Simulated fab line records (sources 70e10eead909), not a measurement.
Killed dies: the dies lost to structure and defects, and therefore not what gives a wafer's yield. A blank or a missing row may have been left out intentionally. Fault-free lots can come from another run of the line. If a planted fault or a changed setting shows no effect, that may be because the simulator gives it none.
fab line records	flow nand-harc	part 2 of 2: steps 5 to 6 of 6
record: lots: 23	wafers: 69	last-day: 24
route steps=1159 shown A_BLC@980 A_M0@1007 A_M1@1044
lots that met no fault: taken from a fault-free run of the same line
start-h: hours from the record's first day to the start of the lot's first wafer shown	wait-h: hours since the lot's step before	" the same as in the row above	L1.1+2: several wafers, shown together as one row	- either no value or no given start	* or withheld: withheld	< > ~ a bound
route shown NAME@n: names a module that has steps shown in the file, with the first one's number in the route	usual: mean/standard deviation taken from wafers without a fault	same: alike in all rows	chamber/n: place in a boat	sites: readings site by site	_std_site: how widely they spread, as a standard deviation	_edge_site: the outer-site mean with the inner-site mean subtracted	radius-mm: how far each site lies from the wafer's centre	mask NAME#n: copy n	behind: the tool/chamber that last shaped the wafer	hold: why the lot went on hold/how many hours it stayed there/how the hold came to an end	device: the n, p or np transistor that did not switch	end of line: at the end of the route, the tests of the same wafers	where a step has no rows: the recipe by itself	killed: the dies lost at the first sort to structure and to defects; this is not the yield of the wafer	map: dies across one wafer; x = killed, . = not, _ = none there
set.NAME: the setting as run; set.NAME@STEP: as run at that earlier step	model.NAME: the simulator's own value behind a step, which no gauge read
a sample of lots followed through the steps of the route, with each step as a table and each wafer as a row
services: a tool's chamber out of use, with start hour (start-h, from the record's first day; less than 0 if before it), hours out, and reason
== steps ==
step: NHARC_A_M1_ETCH_28
recipe: target-depth-a: 300	over-etch-frac: 0.3	time-s: 72.99	ion-energy-ev: 150	cf4-flow-sccm: 50	n2-flow-sccm: 100	ar-flow-sccm: 150	rf-w: 300	bias-w: 100	chemistry: CF4/N2
usual: cf4-flow-sccm: 49.98/0.16	drypump-motor-current-A: 5.6/0.39	mfc-ar-sccm: 150.0/0.44	oes-product-au: 1.001/0.01	rf-vpp-V: 314.6/2.2	showerhead-plenum-p-Torr: 2.65/0.12	throttle-valve-pct: 19.795/0.0097
lot.wafer	tool	chamber	start-h	wait-h	cf4-flow-sccm	drypump-motor-current-A	mfc-ar-sccm	oes-product-au	rf-hours-counter-h	rf-vpp-V	showerhead-plenum-p-Torr	throttle-valve-pct
L076.2	rie-diel-01	2	-	-	49.99	5.0	149.9	0.994	2	313.8	2.65	19.782
L076.1	"	3	"	"	49.92	6.1	149.3	0.994	2	311.9	2.48	19.800
L076.6	"	0	"	"	49.87	5.3	150.0	1.008	-	316.1	2.74	19.779
L074.4	rie-diel-01	2	-	-	50.10	5.0	150.8	0.990	2	314.5	2.65	19.813
L074.3	"	3	"	"	50.08	6.1	150.1	1.002	2	311.3	2.48	19.785
L074.1	"	1	"	"	49.88	6.1	150.0	1.011	2	313.1	2.54	19.794
L075.3	rie-diel-01	1	-	-	49.89	6.0	150.0	0.992	2	312.6	2.54	19.802
L075.4	"	0	"	"	49.97	5.3	149.3	1.012	2	316.4	2.74	19.793
L075.5	"	1	"	"	50.06	6.0	149.5	0.998	-	313.8	2.54	19.804
L077.4	rie-diel-12	1	-	-	50.07	5.2	150.7	0.995	4	316.3	2.81	19.786
L077.2	"	3	"	"	49.46	6.0	149.3	1.000	3	316.6	2.79	19.798
L077.1	"	0	"	"	49.90	5.7	149.9	1.017	3	314.6	2.55	19.791
L078.3	rie-diel-12	1	-	-	50.29	5.2	150.2	0.999	4	318.1	2.81	19.791
L078.1	"	0	"	"	50.20	5.7	150.2	1.032	3	312.8	2.55	19.795
L078.6	"	1	"	"	50.06	5.1	149.8	0.995	-	317.8	2.81	19.796
L079.3	rie-diel-12	0	-	-	49.96	5.7	149.1	1.021	5	312.1	2.55	19.804
L079.1	"	1	"	"	49.98	5.1	149.9	0.995	6	317.7	2.81	19.818
L079.5	"	1	"	"	49.86	5.2	150.0	1.005	-	317.7	2.81	19.801
L081.4	rie-diel-12	1	-	-	49.90	5.2	150.1	0.998	6	316.6	2.81	19.800
L081.2	"	2	"	"	49.97	5.6	150.0	1.001	5	315.7	2.70	19.803
L081.3	"	3	"	"	49.68	5.9	150.7	0.997	5	317.0	2.79	19.793
L082.4	rie-diel-08	3	-	-	49.89	5.4	149.8	0.999	9	317.5	2.79	19.797
L082.2	"	0	"	"	49.98	6.1	150.2	0.996	8	315.2	2.68	19.799
L082.1	"	2	"	"	50.00	6.2	150.1	1.010	9	311.7	2.45	19.786
L083.2	rie-diel-01	3	-	-	49.74	6.1	149.3	1.000	4	312.4	2.48	19.776
L083.1	"	1	"	"	49.95	6.0	150.0	0.993	3	313.1	2.54	19.784
L083.5	"	2	"	"	49.98	5.1	149.9	0.994	-	313.6	2.64	19.791
L084.4	rie-diel-01	0	-	-	49.87	5.3	150.0	1.016	3	317.8	2.74	19.783
L084.3	"	1	"	"	49.84	6.1	150.3	1.001	4	312.4	2.54	19.784
L084.5	"	0	"	"	50.00	5.3	149.9	0.999	-	316.6	2.74	19.781
L087.2	rie-diel-08	3	-	-	50.02	5.5	150.1	0.992	10	316.2	2.79	19.788
L087.3	"	1	"	"	49.90	5.6	150.3	1.004	8	312.7	2.58	19.793
L087.5	"	3	"	"	49.94	5.4	149.7	0.996	-	318.1	2.79	19.819
L088.2	rie-diel-12	3	-	-	49.94	5.9	150.4	0.986	7	316.8	2.79	19.807
L088.4	"	0	"	"	50.15	5.7	149.7	1.016	8	312.7	2.55	19.791
L088.3	"	1	"	"	49.56	5.2	149.9	0.995	8	316.3	2.81	19.779
L086.1	rie-diel-01	3	-	-	49.97	6.1	149.2	1.006	4	310.1	2.48	19.790
L086.3	"	0	"	"	49.77	5.3	150.5	1.009	4	315.5	2.74	19.793
L086.5	"	0	"	"	49.63	5.3	149.9	1.007	-	316.1	2.74	19.797
L089.4	rie-diel-01	2	-	-	49.89	5.1	149.8	0.996	5	313.7	2.64	19.803
L089.5	"	0	"	"	50.07	5.3	149.6	1.008	-	314.9	2.74	19.792
L089.6	"	1	"	"	50.16	6.0	149.8	1.005	-	313.3	2.54	19.796
L085.3	rie-diel-12	2	-	-	50.07	5.6	149.7	1.008	8	315.3	2.70	19.801
L085.4	"	2	"	"	49.79	5.6	150.2	1.009	-	315.3	2.70	19.783
L085.5	"	3	"	"	49.97	6.0	150.4	0.988	-	317.1	2.79	19.798
L092.3	rie-diel-12	2	-	-	49.90	5.6	150.5	0.996	9	315.6	2.70	19.806
L092.2	"	3	"	"	49.96	6.0	150.7	0.980	9	316.7	2.79	19.804
L092.6	"	3	"	"	50.06	5.9	150.5	0.996	-	316.3	2.79	19.809
L091.2	rie-diel-12	2	-	-	49.96	5.6	149.7	0.995	9	314.6	2.70	19.789
L091.1	"	3	"	"	50.21	6.0	149.6	0.994	9	317.2	2.79	19.796
L091.6	"	1	"	"	50.23	5.2	149.2	1.008	-	317.8	2.81	19.775
L090.2	rie-diel-01	0	-	-	50.10	5.3	150.5	0.993	0	317.5	2.73	19.795
L090.4	"	2	"	"	50.00	5.0	150.2	0.998	0	314.8	2.64	19.795
L090.6	"	0	"	"	50.03	5.3	150.3	1.005	-	316.6	2.74	19.801
L093.3	rie-diel-01	2	-	-	49.87	5.0	149.3	0.995	0	314.8	2.64	19.792
L093.1	"	0	"	"	49.86	5.3	149.7	1.002	0	316.6	2.74	19.797
L093.5	"	2	"	"	50.00	5.0	149.8	0.995	-	315.0	2.64	19.798
L097.2	rie-diel-01	2	-	-	50.10	5.0	150.6	0.996	1	314.8	2.64	19.800
L097.1	"	3	"	"	50.04	6.1	149.6	0.999	1	311.7	2.48	19.806
L097.5	"	3	"	"	49.98	6.1	149.7	1.010	-	313.0	2.48	19.800
L095.1	rie-diel-08	2	-	-	50.01	6.2	149.3	1.006	3	312.0	2.45	19.790
L095.4	"	3	"	"	49.78	5.5	149.7	1.002	2	316.5	2.79	19.775
L095.6	"	2	"	"	50.20	6.2	149.7	1.008	-	309.9	2.45	19.793
L096.3	rie-diel-08	3	-	-	50.23	5.4	150.3	0.995	3	317.1	2.79	19.804
L096.4	"	0	"	"	49.91	6.1	149.9	0.989	3	315.4	2.68	19.784
L096.5	"	2	"	"	49.73	6.2	150.2	1.003	-	310.8	2.45	19.794
L094.4	rie-diel-12	1	-	-	50.09	5.2	149.4	0.994	12	316.9	2.81	19.801
L094.2	"	2	"	"	49.85	5.6	150.3	0.995	11	316.1	2.70	19.800
L094.6	"	0	"	"	49.78	5.7	149.2	1.020	-	313.1	2.54	19.819
step: NHARC_A_M1_THK_MEAS_24
recipe: thk-meas-gauge: xrf
usual: thk-nm: 154.4/1.3
lot.wafer	tool	chamber	start-h	wait-h	thk-nm
L076.1	film-metro-01	-	412.81	-	154.8
L076.2	"	-	"	"	154.9
L076.6	"	-	"	"	153.9
L074.1	film-metro-02	-	415.01	-	154.3
L074.3	"	-	"	"	154.3
L074.4	"	-	"	"	154.5
L075.3	film-metro-02	-	416.31	-	154.4
L075.4	"	-	"	"	155.2
L075.5	"	-	"	"	153.0
L077.1	film-metro-02	-	419.62	-	153.7
L077.2	"	-	"	"	154.1
L077.4	"	-	"	"	155.0
L078.1	film-metro-01	-	420.12	-	154.7
L078.3	"	-	"	"	152.7
L078.6	"	-	"	"	156.0
L079.1	film-metro-02	-	436.56	-	155.0
L079.3	"	-	"	"	153.2
L079.5	"	-	"	"	154.6
L081.2	film-metro-02	-	437.15	-	154.9
L081.3	"	-	"	"	154.2
L081.4	"	-	"	"	152.8
L082.1	film-metro-02	-	457.14	-	154.1
L082.2	"	-	"	"	154.5
L082.4	"	-	"	"	153.8
L083.1	film-metro-02	-	457.52	-	153.5
L083.2	"	-	"	"	154.1
L083.5	"	-	"	"	156.3
L084.3	film-metro-02	-	459.49	-	154.0
L084.4	"	-	"	"	153.7
L084.5	"	-	"	"	155.9
L087.2	film-metro-01	-	470.50	-	155.5
L087.3	"	-	"	"	156.5
L087.5	"	-	"	"	155.6
L088.2	film-metro-01	-	483.48	-	154.8
L088.3	"	-	"	"	153.3
L088.4	"	-	"	"	154.3
L086.1	film-metro-01	-	485.78	-	154.1
L086.3	"	-	"	"	154.3
L086.5	"	-	"	"	154.1
L089.4	film-metro-02	-	487.58	-	154.0
L089.5	"	-	"	"	156.0
L089.6	"	-	"	"	153.6
L085.3	film-metro-02	-	488.63	-	155.4
L085.4	"	-	"	"	150.8
L085.5	"	-	"	"	154.5
L092.2	film-metro-01	-	501.55	-	154.9
L092.3	"	-	"	"	154.4
L092.6	"	-	"	"	156.5
L091.1	film-metro-02	-	510.17	-	158.4
L091.2	"	-	"	"	154.5
L091.6	"	-	"	"	154.8
L090.2	film-metro-02	-	518.11	-	153.8
L090.4	"	-	"	"	153.4
L090.6	"	-	"	"	154.3
L093.1	film-metro-02	-	518.96	-	152.9
L093.3	"	-	"	"	154.4
L093.5	"	-	"	"	153.3
L097.1	film-metro-02	-	531.12	-	157.8
L097.2	"	-	"	"	154.7
L097.5	"	-	"	"	153.0
L095.1	film-metro-01	-	531.46	-	152.5
L095.4	"	-	"	"	154.9
L095.6	"	-	"	"	154.5
L096.3	film-metro-01	-	543.79	-	153.8
L096.4	"	-	"	"	153.8
L096.5	"	-	"	"	153.5
L094.2	film-metro-01	-	547.13	-	155.9
L094.4	"	-	"	"	156.1
L094.6	"	-	"	"	154.6
== services ==
tool	chamber	start-h	hours	kind
rie-diel-12	-	379.43	9.0	pm
rie-diel-11	1	388.87	23.6	repair
rie-diel-07	3	393.45	2.6	repair
rie-diel-11	2	396.24	2.6	repair
rie-diel-09	1	404.20	12.5	repair
rie-diel-07	-	405.20	9.0	pm
rie-diel-09	3	405.88	1.5	repair
rie-diel-09	3	421.85	13.1	repair
rie-diel-09	-	431.28	9.0	pm
rie-diel-04	2	431.69	6.0	repair
rie-diel-11	-	439.17	1.7	repair
rie-diel-12	1	453.09	1.6	repair
rie-diel-04	-	465.93	9.0	pm
rie-diel-10	-	476.85	1.0	repair
rie-diel-12	0	482.97	7.9	repair
rie-diel-04	0	491.07	6.6	repair
rie-diel-01	-	491.80	9.0	pm
rie-diel-04	3	500.63	7.6	repair
rie-diel-12	-	501.23	0.5	repair
rie-diel-11	-	510.97	0.4	repair
rie-diel-04	0	513.01	22.5	repair
rie-diel-11	3	514.06	3.8	repair
rie-diel-09	-	522.82	0.3	repair
rie-diel-11	-	543.50	9.0	pm
